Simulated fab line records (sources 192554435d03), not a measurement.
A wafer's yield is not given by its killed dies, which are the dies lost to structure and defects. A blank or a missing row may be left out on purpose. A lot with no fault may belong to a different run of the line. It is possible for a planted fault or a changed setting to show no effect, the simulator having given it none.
2 desks looking at one fault :: flow n5_finfet :: what lay behind the numbers comes last; until then each desk has only its own

TOOL OWNER'S DESK, rie_diel-05
The tool's own readings at N5_BEOL_M9_ETCH_66 (etches SOC in N2/H2, target depth 80 nm, overetch 16 nm, time 120 s): means of the sampled wafers that have a number, for each lot that ran on this tool. If a lot's mean is further than 4 standard deviations from the usual mean, the lot is out of limits and carries the mark OUT (the distance appears in the brackets).
Columns: A = bias_w at N5_BEOL_M9_ETCH_66, usual 150.0 W; B = drypump_motor_current_A at N5_BEOL_M9_ETCH_66, usual 5.78 A; C = oes_product_au at N5_BEOL_M9_ETCH_66, usual 0.60 a.u.; D = rf_vpp_V at N5_BEOL_M9_ETCH_66, usual 523.1 V; E = showerhead_plenum_p_Torr at N5_BEOL_M9_ETCH_66, usual 2.52 Torr; F = throttle_valve_pct at N5_BEOL_M9_ETCH_66, usual 17.91 %
lot: L446
first seen here: day 10 16:41
A: 149.7
B: 5.91
C: 0.60
D: 525.0
E: 2.61
F: 18.03

lot: L451
first seen here: day 11 21:14
A: 166.2 (+36) OUT
B: 5.75
C: 0.59
D: 558.8 (+15) OUT
E: 2.55
F: 17.99

lot: L454
first seen here: day 12 22:05
A: 165.5 (+35) OUT
B: 5.74
C: 0.62
D: 560.2 (+15) OUT
E: 2.61
F: 18.05

lot: L465
first seen here: day 16 01:03
A: 150.3
B: 5.48
C: 0.53
D: 524.1
E: 2.52
F: 17.76

lot: L466
first seen here: day 16 13:49
A: 149.9
B: 5.55
C: 0.57
D: 524.9
E: 2.56
F: 17.94
This desk's verdict: out of limits on L451, L454, starting with L451 at day 11 21:14 (bias_w at N5_BEOL_M9_ETCH_66). Within limits: L446, L465, L466.

METROLOGY DESK
What the gauges read, lot by lot, whatever tool the lot ran on: means of the sampled wafers that have a number. If a lot's mean is further than 4 standard deviations from the usual mean, the lot is out of limits and carries the mark OUT (the distance appears in the brackets).
Columns: A = cd_nm at N5_BEOL_M9_CD_MEAS_28, usual 70.1 nm
lot: L444
first seen here: day 10 07:20
A: 70.3

lot: L446
first seen here: day 10 16:27
A: 69.9

lot: L451
first seen here: day 11 20:38
A: 69.6

lot: L449
first seen here: day 11 20:40
A: 70.3

lot: L454
first seen here: day 12 21:53
A: 70.0

lot: L462
first seen here: day 15 04:44
A: 70.4

lot: L464
first seen here: day 15 23:56
A: 70.2

lot: L465
first seen here: day 16 00:05
A: 69.8

lot: L467
first seen here: day 16 07:53
A: 70.0

lot: L466
first seen here: day 16 13:37
A: 69.9
This desk's finding: nothing out of limits on any of the 10 lots.

TAKEN TOGETHER
An alarm could have come from the tool owner's desk at day 11 21:14, on L451, L454.
The metrology desk saw nothing out of limits.
The metrology desk has L451, L454 on record, within its limits.
N5_BEOL_M9_ETCH_66 was run on rie_diel-05 by each of the lots named.

WHAT HAD BEEN PUT IN BY THE SIMULATOR
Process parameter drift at N5_BEOL_M9_ETCH_66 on rie_diel-05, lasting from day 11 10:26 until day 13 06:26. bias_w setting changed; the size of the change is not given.
Shown lots that were struck: L451, L454.
Each desk's first reading out of limits, in hours after the fault started: the tool owner's desk, 11.
